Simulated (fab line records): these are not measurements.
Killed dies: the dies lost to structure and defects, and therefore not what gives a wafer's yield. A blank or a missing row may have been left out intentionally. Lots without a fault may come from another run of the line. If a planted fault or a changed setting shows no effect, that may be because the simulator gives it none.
Matching of chambers :: flow nandHarc :: NHARC_P_M1_DEP_33 on pecvd-01 has 3 sister chambers
The step deposits SiCN, target thk 30 nm. 6 wafers are shown with their chamber, then 8 later ones without.

## WAFERS PAIRED WITH THEIR CHAMBERS
wafer: L082.4
chamber: 0
heaterPowerW (W): 529
rfFwdPowerW (W): 451.5

wafer: L084.4
chamber: 1
heaterPowerW (W): 535
rfFwdPowerW (W): 449.3

wafer: L084.6
chamber: 0
heaterPowerW (W): 534
rfFwdPowerW (W): 449.8

wafer: L090.4
chamber: 2
heaterPowerW (W): 535
rfFwdPowerW (W): 451.5

wafer: L090.6
chamber: 1
heaterPowerW (W): 597
rfFwdPowerW (W): 446.3

wafer: L091.1
chamber: 2
heaterPowerW (W): 550
rfFwdPowerW (W): 448.5

## WAFERS WITH NO CHAMBER GIVEN
wafer: L091.2
heaterPowerW (W): 521
rfFwdPowerW (W): 447.3

wafer: L091.4
heaterPowerW (W): 515
rfFwdPowerW (W): 447.7

wafer: L092.1
heaterPowerW (W): 541
rfFwdPowerW (W): 449.1

wafer: L092.3
heaterPowerW (W): 610
rfFwdPowerW (W): 448.2

wafer: L092.5
heaterPowerW (W): 557
rfFwdPowerW (W): 450.1

wafer: L094.1
heaterPowerW (W): 578
rfFwdPowerW (W): 450.0

wafer: L094.2
heaterPowerW (W): 463
rfFwdPowerW (W): 449.9

wafer: L094.3
heaterPowerW (W): 505
rfFwdPowerW (W): 450.9

## CHAMBER TAKEN BY EACH
wafer: L091.2
from the rows above: can't be placed: 2 or 1 or 0
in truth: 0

wafer: L091.4
from the rows above: can't be placed: 2 or 0 or 1
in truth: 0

wafer: L092.1
from the rows above: can't be placed: 2 or 0 or 1
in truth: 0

wafer: L092.3
from the rows above: can't be placed: 1 or 2 or 0
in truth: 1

wafer: L092.5
from the rows above: can't be placed: 2 or 0 or 1
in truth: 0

wafer: L094.1
from the rows above: can't be placed: 1 or 2 or 0
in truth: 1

wafer: L094.2
from the rows above: can't be placed: 0 or 2 or 1
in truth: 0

wafer: L094.3
from the rows above: can't be placed: 0 or 2 or 1
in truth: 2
Placed correctly: 0 of 8. Not placeable from these rows: 8 (in 8, the candidates include the true chamber). Placed wrongly: 0.
How it was worked out, from the rows above alone: a wafer's distance from a chamber is the root of the sum, over the readings, of the square of ((its reading less the chamber's mean) divided by the reading's scatter). The wafer belongs to the nearest chamber; if the next one is less than 2 further off, it can't be placed. The mean given for a chamber averages the wafers shown for that chamber. The scatter: take each reading less its chamber's mean, square it, sum over the shown wafers, divide by the number of wafers less the number of chambers, and take the root.
